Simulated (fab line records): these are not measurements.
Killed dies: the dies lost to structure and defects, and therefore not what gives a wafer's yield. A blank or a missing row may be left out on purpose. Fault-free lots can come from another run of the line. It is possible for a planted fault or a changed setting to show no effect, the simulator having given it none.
A struck lot beside a sound one -- flow nandHarc -- 14 steps out of a route of 1159
Sound: these wafers, L215.2, L215.3, L215.5. Wafers L214.1, L214.4, L214.6 were the ones struck. At the end, the cause is stated.
Order at every step that has rows: each side's tool, ch and its chambers, its first start. Under that, the readings that differ: sound wafers -- struck wafers -- difference of the means -- sigmas: that difference in standard deviations of wafers without a fault.
alike: readings with means less than 2 such deviations apart, plus words and numbers identical on both sides. not compared: withheld readings, readings lacking a value on some wafer, bounds such as >300 that could conceal the same value, and numbers that have no deviation in the record and whose values overlap.
The two part at a step that has a row with sigmas, a row that says differs or no value, or rows on one side only. Numbers that don't overlap but have no deviation are shown without sigmas and don't part them. Lack of a reading on every wafer of one side parts them only where that side has two or more wafers.

NHARC_P_M2_DEP_33: deposits SiCN, target thk 30 nm.
  sound on pecvd-04 ch 0,1, day 11 09:58; struck on pecvd-02 ch 0,1,2, day 11 02:58
  alike: heaterPowerOuterW, heaterPowerW
  not compared: sinceWetCleanH
NHARC_P_BONDPAD_DEP_00: deposits SiCN, target thk 250 nm.
  sound on pecvd-01 ch 0,1,2, day 11 10:27; struck on pecvd-04 ch 0,1,2, day 11 03:25
  alike: heaterPowerOuterW, heaterPowerW
  not compared: sinceWetCleanH
NHARC_P_BONDPAD_CMP_32: polishes SiCN, target thk 200 nm.
  sound on cmp-04 ch 1,2, day 11 10:51; struck on cmp-03 ch 0,2, day 11 03:50
  alike: motorCurrentA
NHARC_P_BONDPAD_THK_MEAS_33: measures by ellipsometry.
  sound: filmMetro-01 at day 11 11:07; struck: filmMetro-02 at day 11 04:04
  alike: thkNm
then, 8 steps without rows for these wafers: NHARC_P_BONDPAD_SRD_34; NHARC_P_BONDPAD_DEHYDRATE_01 (time 120 s); NHARC_P_BONDPAD_HMDS_02 (time 30 s); NHARC_P_BONDPAD_COAT_36 (time 65 s); NHARC_P_BONDPAD_COAT_03 (resist thk 600 nm); NHARC_P_BONDPAD_SOFTBAKE_04 (time 70 s); NHARC_P_BONDPAD_EBR_05; NHARC_P_BONDPAD_EXPOSE_06 (exposes mask P BPAD).
NHARC_P_BONDPAD_PEB_07: peb time 80 s.
  sound on lithoTrack-02 ch 0, day 11 11:35; struck on lithoTrack-02, day 11 04:32
  no value came back on the struck wafers for chillPlateTempC (C), exhaustPa (Pa); on the sound wafers chillPlateTempC (C) reads 22.95 22.98 23.01
then, 1 step without rows for these wafers: NHARC_P_BONDPAD_DEVELOP_08 (time 50 s).

## WHERE THEY PART
Within this record, at NHARC_P_BONDPAD_PEB_07 only.

WHY: the cause the simulator had injected
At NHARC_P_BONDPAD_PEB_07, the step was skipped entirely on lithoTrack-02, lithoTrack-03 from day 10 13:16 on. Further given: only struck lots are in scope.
